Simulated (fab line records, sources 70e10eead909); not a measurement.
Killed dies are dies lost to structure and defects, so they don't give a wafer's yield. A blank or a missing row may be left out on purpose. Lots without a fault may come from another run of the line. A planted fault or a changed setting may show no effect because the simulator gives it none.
Chamber matching | flow nand_harc | NHARC_A_CONTACT_DEP_29 on pecvd-03: 3 sister chambers
The step deposits SiON, target thk 70 nm. 3 wafers are shown with their chamber, then 9 later ones without.

WAFERS WITH THEIR CHAMBER
wafer  | chamber | heater_power_w (W)
L085.2 | 0       | 694
L086.2 | 2       | 834
L086.6 | 1       | 686

WAFERS WITHOUT THEIR CHAMBER
wafer  | heater_power_w (W)
L083.2 | 639
L083.3 | 668
L083.5 | 700
L091.2 | 771
L091.3 | 587
L091.5 | 935
L093.2 | 794
L093.4 | 786
L093.5 | 588

WHICH CHAMBER EACH WENT THROUGH
wafer  | from the rows above          | in truth
L083.2 | can't be placed: 1 or 0      | 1
L083.3 | can't be placed: 1 or 0      | 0
L083.5 | can't be placed: 0 or 1 or 2 | 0
L091.2 | can't be placed: 2 or 0 or 1 | 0
L091.3 | can't be placed: 1 or 0      | 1
L091.5 | 2                            | 2
L093.2 | can't be placed: 2 or 0 or 1 | 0
L093.4 | can't be placed: 2 or 0 or 1 | 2
L093.5 | can't be placed: 1 or 0      | 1
Placed correctly: 1 of 9. Can't be placed from these rows: 8 (the true chamber is among the candidates in 8). Placed wrongly: 0.
How it was worked out, from the rows above alone: a wafer's distance from a chamber is the root of the sum, over the readings, of the square of ((its reading less the chamber's mean) divided by the reading's scatter). The wafer belongs to the nearest chamber; if the next one is less than 2 further off, it can't be placed. A chamber's mean is the mean of its shown wafers. The scatter: with one shown wafer a chamber, the root of the mean of the squares of how far each hidden wafer lies from its nearest shown one.
